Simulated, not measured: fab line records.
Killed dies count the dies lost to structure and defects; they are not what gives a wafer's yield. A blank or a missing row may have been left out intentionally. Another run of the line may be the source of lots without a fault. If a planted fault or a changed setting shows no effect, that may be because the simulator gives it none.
Which tool did it?	flow n5-finfet	32 wafers from 11 lots sampled at 5 of the route's 1938 steps

## WHAT EACH GAUGE READ, for each wafer
N5_BEOL_M14_CD_MEAS_17 targets a cd of 250 nm.
lot	measured	on	cd-nm (nm)
L421	day 11 10:28	cd-sem-01	253 249 252
L422	day 11 10:50	cd-sem-01	251 255 254
L423	day 11 17:34	cd-sem-03	249 249 246
L426	day 12 08:48	cd-sem-02	253 259 252
L428	day 13 05:05	cd-sem-01	250 255 255
L434	day 14 17:02	cd-sem-03	251 252 252
L436	day 15 02:44	cd-sem-03	248 253
L439	day 15 21:52	cd-sem-02	253 253 254
L441	day 16 05:44	cd-sem-03	251 252 250
L442	day 16 19:28	cd-sem-01	244 245 247
L443	day 16 19:50	cd-sem-03	245 249 246

N5_BEOL_M14_CD_MEAS_28 targets a cd of 284.4 nm.
lot	measured	on	cd-nm (nm)
L421	day 11 10:55	cd-sem-03	285.0 283.8 283.4
L422	day 11 11:10	cd-sem-01	284.5 283.7 285.0
L423	day 11 18:01	cd-sem-03	283.0 282.4 281.6
L426	day 12 09:15	cd-sem-02	287.1 286.7 285.8
L428	day 13 05:25	cd-sem-01	307.9 296.6 309.2
L434	day 14 17:22	cd-sem-02	283.6 281.2 280.5
L436	day 15 03:11	cd-sem-01	281.7 280.7
L439	day 15 22:11	cd-sem-02	283.7 281.1 282.2
L441	day 16 06:04	cd-sem-02	281.7 286.9 281.1
L442	day 16 19:55	cd-sem-03	284.1 285.2 285.4
L443	day 16 20:17	cd-sem-03	282.6 286.1 284.3

N5_BEOL_M14_OVL_MEAS_29.
lot	measured	on	M14_OVL (nm)
L421	day 11 10:56	overlay-01	7 12 7
L422	day 11 11:11	overlay-02	3 -5 2
L423	day 11 18:03	overlay-01	-3 -1 -2
L426	day 12 09:17	overlay-01	-2 -7 3
L428	day 13 05:26	overlay-02	-4 -5 -8
L434	day 14 17:24	overlay-01	4 3 6
L436	day 15 03:13	overlay-01	0 8
L439	day 15 22:13	overlay-01	-7 -6 -6
L441	day 16 06:05	overlay-02	2 10 6
L442	day 16 19:58	overlay-02	0 0 -4
L443	day 16 20:19	overlay-01	1 2 2

## TOOL THAT RAN EACH LOT (tool first, then ch and the chambers of the sampled wafers, then the start)
lot	N5_BEOL_M14_VIA_ETCH_16	N5_BEOL_M14_EXPOSE_25
L421	rie-diel-06 ch 0,2,3, day 11 10:07	krf-scanner-01 ch 0, day 11 10:44
L422	rie-diel-03 ch 1,3, day 11 10:29	krf-scanner-01 ch 0, day 11 10:59
L423	rie-diel-02 ch 0,1, day 11 17:13	krf-scanner-02 ch 0, day 11 17:51
L426	rie-diel-02 ch 0,3, day 12 08:27	krf-scanner-01 ch 0, day 12 09:05
L428	rie-diel-02 ch 0,1,3, day 13 04:44	krf-scanner-01 ch 0, day 13 05:14
L434	rie-diel-06 ch 0,1, day 14 16:41	krf-scanner-02 ch 0, day 14 17:11
L436	rie-diel-02 ch 0,1, day 15 02:23	krf-scanner-02 ch 0, day 15 03:01
L439	rie-diel-03 ch 1,2,3, day 15 21:31	krf-scanner-02 ch 0, day 15 22:01
L441	rie-diel-03 ch 0,1,3, day 16 05:23	krf-scanner-02 ch 0, day 16 05:53
L442	rie-diel-06 ch 0,1,2, day 16 19:08	krf-scanner-01 ch 0, day 16 19:45
L443	rie-diel-06 ch 1,2, day 16 19:28	krf-scanner-02 ch 0, day 16 20:07
- N5_BEOL_M14_VIA_ETCH_16: etches SiO2 in C4F8/O2/Ar, target depth 1231.3 nm.
- N5_BEOL_M14_EXPOSE_25: exposes mask M14, target cd 280 nm.

## WHAT THE TOOLS THEMSELVES READ (means of the sampled wafers that have a number; where no wafer has one, the mark that the record gives instead)
N5_BEOL_M14_VIA_ETCH_16.
lot	tool	drypump-motor-current-A (A)	oes-product-au (a.u.)	rf-vpp-V (V)	showerhead-plenum-p-Torr (Torr)	throttle-valve-pct (%)
L421	rie-diel-06	5.84	0.70	2178	3.34	30.8
L422	rie-diel-03	5.70	0.66	2202	3.35	30.6
L423	rie-diel-02	5.51	0.64	2166	3.27	31.2
L426	rie-diel-02	5.72	0.68	2155	3.28	31.0
L428	rie-diel-02	5.54	0.67	2218	3.31	31.2
L434	rie-diel-06	5.62	0.73	2216	3.41	30.7
L436	rie-diel-02	5.47	0.75	2214	3.48	31.1
L439	rie-diel-03	5.62	0.68	2242	3.37	30.6
L441	rie-diel-03	5.42	0.68	2227	3.38	30.5
L442	rie-diel-06	5.66	0.71	2201	3.40	30.8
L443	rie-diel-06	5.50	0.71	2187	3.45	31.0

N5_BEOL_M14_EXPOSE_25.
lot	tool	exposure-dose-mJ-cm2	focus-offset-nm (nm)
L421	krf-scanner-01	26.557	-0.1
L422	krf-scanner-01	26.568	0.1
L423	krf-scanner-02	26.603	-0.0
L426	krf-scanner-01	26.622	-0.5
L428	krf-scanner-01	25.931	-0.2
L434	krf-scanner-02	26.575	0.1
L436	krf-scanner-02	26.537	0.0
L439	krf-scanner-02	26.553	-0.1
L441	krf-scanner-02	26.581	0.5
L442	krf-scanner-01	26.591	-0.1
L443	krf-scanner-02	26.582	-0.5

## THE ANSWER, worked out from the rows above alone
Rule: usual is defined by the lots themselves. The widest of any qualifying gaps counts: lots, ordered by their means at a reading, are off when they make up no more than a third of the lots, leave a main group of 4 or more, and stand apart from it by 3 or more times the standard deviation of that group's means. A main group whose means are all the same, to the digits that the tables above print for the reading, isn't used. Also off: a lot with no number at a reading for which 4 or more lots have one. Any other lot the step has rows for is counted as sound. Order of review: gauges by route order, followed by the tools' own readings, for which a lot's mean as printed above is used. The first step at which some lot is off is used, and at that step the reading that is off furthest; a lot without a number counts as furthest.
Off at N5_BEOL_M14_CD_MEAS_28 (cd-nm): L428. The main group has a mean of 283.5 nm with a standard deviation of 1.6.
A tool fits if, at a process step before that reading, it ran every lot that is off, and no sound lot after the first of them. Not tried: the gauges at N5_BEOL_M14_CD_MEAS_28; whatever is off there is also off at N5_BEOL_M14_EXPOSE_25, on other tools, and gauge error can't account for it. No candidate that was tried fits.

## WHAT THE SIMULATOR PUT IN
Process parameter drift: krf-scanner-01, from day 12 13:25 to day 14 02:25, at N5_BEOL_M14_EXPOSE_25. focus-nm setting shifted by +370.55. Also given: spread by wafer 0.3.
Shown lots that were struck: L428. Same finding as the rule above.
